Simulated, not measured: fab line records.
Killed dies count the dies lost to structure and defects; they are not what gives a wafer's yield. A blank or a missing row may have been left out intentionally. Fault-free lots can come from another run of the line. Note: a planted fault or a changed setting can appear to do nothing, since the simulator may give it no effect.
Matching of chambers :: flow n5Finfet :: pecvd-02 running N5_BEOL_M4_ILD_DEP_00: 3 sister chambers
The step deposits SiOC from DEMS/O2, target thk 79 nm, time 15.3 s. 14 wafers are shown with their chamber, then 7 later ones without.

WAFERS PAIRED WITH THEIR CHAMBERS
wafer: L074.1
chamber: 2
heaterPowerW (W): 555
throttleValvePct (%): 11.8
showerheadPlenumPTorr (Torr): 5.667

wafer: L074.4
chamber: 2
heaterPowerW (W): 534
throttleValvePct (%): 11.8
showerheadPlenumPTorr (Torr): 5.702

wafer: L074.6
chamber: 0
heaterPowerW (W): 428
throttleValvePct (%): 11.1
showerheadPlenumPTorr (Torr): 5.676

wafer: L076.3
chamber: 0
heaterPowerW (W): 401
throttleValvePct (%): 11.2
showerheadPlenumPTorr (Torr): 5.675

wafer: L076.4
chamber: 2
heaterPowerW (W): 468
throttleValvePct (%): 11.7
showerheadPlenumPTorr (Torr): 5.676

wafer: L076.6
chamber: 1
heaterPowerW (W): 646
throttleValvePct (%): 12.5
showerheadPlenumPTorr (Torr): 5.706

wafer: L081.2
chamber: 2
heaterPowerW (W): 550
throttleValvePct (%): 11.6
showerheadPlenumPTorr (Torr): 5.678

wafer: L081.4
chamber: 2
heaterPowerW (W): 546
throttleValvePct (%): 11.7
showerheadPlenumPTorr (Torr): 5.670

wafer: L081.6
chamber: 1
heaterPowerW (W): 601
throttleValvePct (%): 11.9
showerheadPlenumPTorr (Torr): 5.704

wafer: L084.3
chamber: 0
heaterPowerW (W): 385
throttleValvePct (%): 11.2
showerheadPlenumPTorr (Torr): 5.679

wafer: L084.5
chamber: 2
heaterPowerW (W): 526
throttleValvePct (%): 11.7
showerheadPlenumPTorr (Torr): 5.664

wafer: L084.6
chamber: 0
heaterPowerW (W): 382
throttleValvePct (%): 11.1
showerheadPlenumPTorr (Torr): 5.697

wafer: L086.1
chamber: 0
heaterPowerW (W): 358
throttleValvePct (%): 11.2
showerheadPlenumPTorr (Torr): 5.688

wafer: L086.3
chamber: 1
heaterPowerW (W): 641
throttleValvePct (%): 12.0
showerheadPlenumPTorr (Torr): 5.701

SIGNATURES (averages over the wafers above)
reading: heaterPowerW
chamber 0: 390.80
chamber 1: 629.33
chamber 2: 529.83
scatter within a chamber: 28.7

reading: throttleValvePct
chamber 0: 11.160
chamber 1: 12.133
chamber 2: 11.717
scatter within a chamber: 0.15

reading: showerheadPlenumPTorr
chamber 0: 5.68300
chamber 1: 5.70367
chamber 2: 5.67617
scatter within a chamber: 0.0109
Rule: a wafer's distance from a chamber is the root of the sum, over the readings, of the square of ((its reading less the chamber's mean) divided by the reading's scatter). The wafer belongs to the nearest chamber; if the next one is less than 2 further off, it can't be placed. The scatter is the square root of a quotient: the sum, over the shown wafers, of each reading's squared deviation from its chamber's mean, divided by wafers minus chambers.

WAFERS MISSING THEIR CHAMBER
wafer: L086.5
heaterPowerW (W): 364
throttleValvePct (%): 10.8
showerheadPlenumPTorr (Torr): 5.684

wafer: L089.4
heaterPowerW (W): 558
throttleValvePct (%): 12.1
showerheadPlenumPTorr (Torr): 5.699

wafer: L089.5
heaterPowerW (W): 445
throttleValvePct (%): 11.1
showerheadPlenumPTorr (Torr): 5.684

wafer: L089.6
heaterPowerW (W): 486
throttleValvePct (%): 11.8
showerheadPlenumPTorr (Torr): 5.693

wafer: L093.2
heaterPowerW (W): 658
throttleValvePct (%): 12.3
showerheadPlenumPTorr (Torr): 5.693

wafer: L093.5
heaterPowerW (W): 407
throttleValvePct (%): 10.9
showerheadPlenumPTorr (Torr): 5.687

wafer: L093.6
heaterPowerW (W): 470
throttleValvePct (%): 11.9
showerheadPlenumPTorr (Torr): 5.668

WHICH CHAMBER EACH WENT THROUGH
wafer: L086.5
from the rows above: 0
in truth: 0

wafer: L089.4
from the rows above: can't be placed: 1 or 2
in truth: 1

wafer: L089.5
from the rows above: 0
in truth: 0

wafer: L089.6
from the rows above: 2
in truth: 2

wafer: L093.2
from the rows above: 1
in truth: 1

wafer: L093.5
from the rows above: 0
in truth: 0

wafer: L093.6
from the rows above: 2
in truth: 2
Correctly placed: 6 of 7. Not placeable from these rows: 1 (in 1, the candidates include the true chamber). Wrongly placed: 0.
